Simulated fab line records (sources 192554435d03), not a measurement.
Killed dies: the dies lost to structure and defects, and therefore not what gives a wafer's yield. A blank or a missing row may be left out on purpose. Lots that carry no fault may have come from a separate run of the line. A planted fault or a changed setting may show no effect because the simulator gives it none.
Chamber matching    flow n5_finfet    rie_diel-03 running N5_BEOL_M4_STRIP_19: 4 sister chambers
The step strips in O2. 4 wafers are shown with their chamber, then 7 later ones without.

== EACH WAFER AND ITS CHAMBER ==
wafer   chamber  showerhead_plenum_p_Torr (Torr)
L090.1  3        2.12
L090.6  1        2.15
L093.2  2        2.25
L093.3  0        1.98

== WAFERS WHOSE CHAMBER IS MISSING ==
wafer   showerhead_plenum_p_Torr (Torr)
L093.6  1.97
L094.1  1.97
L094.2  2.12
L094.4  2.15
L095.4  2.12
L095.5  2.24
L095.6  2.15

== EACH ONE'S CHAMBER ==
wafer   from the rows above  in truth
L093.6  0                    0
L094.1  0                    0
L094.2  3                    3
L094.4  1                    1
L095.4  3                    3
L095.5  2                    2
L095.6  1                    1
Correctly placed: 7 of 7. Left unplaced by these rows: 0. Number placed wrongly: 0.
How it was worked out, from the rows above alone: a wafer's distance from a chamber is the root of the sum, over the readings, of the square of ((its reading less the chamber's mean) divided by the reading's scatter). If the next closest chamber is less than 2 further off than the closest, the wafer can't be placed; otherwise it belongs to the closest. A chamber's mean is the mean of its shown wafers. The scatter (one wafer shown for each chamber): square how far every hidden wafer sits from the nearest shown wafer, average those squares and take the square root.
